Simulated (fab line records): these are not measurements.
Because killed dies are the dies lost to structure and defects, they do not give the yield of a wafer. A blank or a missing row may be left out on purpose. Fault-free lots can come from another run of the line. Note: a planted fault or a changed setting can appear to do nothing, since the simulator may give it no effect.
Comparing a struck lot with a sound one + flow n5 finfet + 16 steps out of a route of 1938
Sound: the wafers L842.1, L842.3, L842.4. Struck: wafer L854.6. (L854.5 of the same lot was not struck and is left out.) The cause comes at the end.
At each step with rows: each side's tool, then ch and its chambers, then its first start. Under that, the readings that differ: sound wafers + struck wafers + difference of the means + sigmas: that difference in standard deviations of wafers without a fault.
alike: readings whose means differ by less than 2 such deviations, and words and numbers that are the same on both sides. not compared: withheld readings, readings that some wafer has no value for, bounds like >300 that may hide the same value, and numbers for which the record gives no deviation and whose values overlap.
A row with sigmas, a row that says differs or no value, or rows on one side alone: a step with any of these is where the two part. Numbers that have no deviation but don't overlap get no sigmas and don't part them. A reading missing from all wafers of one side parts the sides only when that side holds two or more wafers.

first, 9 steps without rows for these wafers: N5_FIN_CUT_PEB_06 (peb time 60 s); N5_FIN_CUT_DEVELOP_07 (develop time 30 s); N5_FIN_CUT_DESCUM_13 (chemistry O2, time 7 s); N5_FIN_CUT_ETCH_30 (etches underlayer in N2/H2, target depth 13 nm, time 10.4 s); N5_FIN_CUT_ETCH_20 (etches SiARC in CF4, target depth 26 nm, time 43.3 s); N5_FIN_CUT_ETCH_21 (etches SOC in N2/H2, target depth 219 nm, overetch 43.8 nm, time 523.5 s); N5_FIN_CUT_STRIP_23 (strips in N2/H2); N5_FIN_CUT_STRIP_31 (strips in N2/H2); N5_FIN_CUT_STRIP_24 (strips in CF4).
N5_FIN_CUT_CUT_ETCH_26: etches SiNx in CH3F/O2, target depth 39 nm, time 55.7 s.
  sound on rie diel-02 ch 0,1,2, day 4 16:16; struck on rie diel-02 ch 3, day 7 15:31
| reading                                  | sound             | struck | difference | sigmas |
|------------------------------------------|-------------------|--------|------------|--------|
| run length s (s)                         | 79.4 79.1 78.7    | 95.1   | +16.0      | +35    |
| showerhead plenum p Torr (Torr)          | 1.92 2.01 1.86    | 2.13   | +0.20      | +2     |
| model.etch.depth nm (nm)                 | 38.55 38.75 40.11 | 49.34  | +10.20     |        |
| model.SOC_of_FIN_CUT_COAT_18.thk nm (nm) | 212.2 211.8 210.8 | 206.8  | -4.8       |        |
  alike: drypump motor current A, oes product au, rf vpp V, throttle valve pct
  not compared: rf hours counter h
then, 3 steps without rows for these wafers: N5_FIN_CUT_CUT_ETCH_27 (etches SiO2 in CHF3/O2, target depth 4 nm, overetch 2 nm, time 4.9 s); N5_FIN_CUT_PRECLEAN_35 (cleans in vHF, time 13.3 s); N5_FIN_CUT_CUT_ETCH_15 (etches Si in HBr/Cl2/O2, target depth 100 nm, bt time 10 s, time 42.4 s).
N5_FIN_CUT_CUT_ETCH_28: etches Si in HBr/Cl2/O2, target depth 6 nm, time 2.4 s.
  sound on rie si-04 ch 0,1,3, day 4 16:31; struck on rie si-01 ch 1, day 7 15:46
| reading                                  | sound           | struck | difference | sigmas |
|------------------------------------------|-----------------|--------|------------|--------|
| model.SOC_of_FIN_CUT_COAT_18.thk nm (nm) | 168.8 169 166.2 | 165.2  | -2.8       |        |
  alike: drypump motor current A, oes product au, throttle valve pct
  not compared: rf hours counter h
then, 1 step without rows for these wafers: N5_FIN_CUT_STRIP_22 (strips in N2/H2).
-- record jumps: 6 days separate the struck wafers' starts on either side; left off in module FIN_CUT, taken up again in module BEOL_M4, whose first shown step is the route's number 1111 --
N5_BEOL_M4_RC_MEAS_101:
  sound on prober-01 ch 0, day 10 09:37; struck on prober-01 ch 0, day 13 22:38
| reading       | sound          | struck | difference | sigmas |
|---------------|----------------|--------|------------|--------|
| ION_N (uA/um) | 662 649 693    | 694    | +26        | +2     |
| SS_P (mV/dec) | 72.8 73.1 73.0 | 74.7   | +1.7       | +3     |
  alike: DIBL_N, DIBL_P, IOFF_N, IOFF_P, ION_P, SS_N, VT_N, VT_P

== WHERE THEY PART ==
At N5_FIN_CUT_CUT_ETCH_26 first; at N5_BEOL_M4_RC_MEAS_101 last (within this record only).

WHY: what the simulator had put in
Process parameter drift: rie diel-02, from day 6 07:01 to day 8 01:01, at N5_FIN_CUT_CUT_ETCH_26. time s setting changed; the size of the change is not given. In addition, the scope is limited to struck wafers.
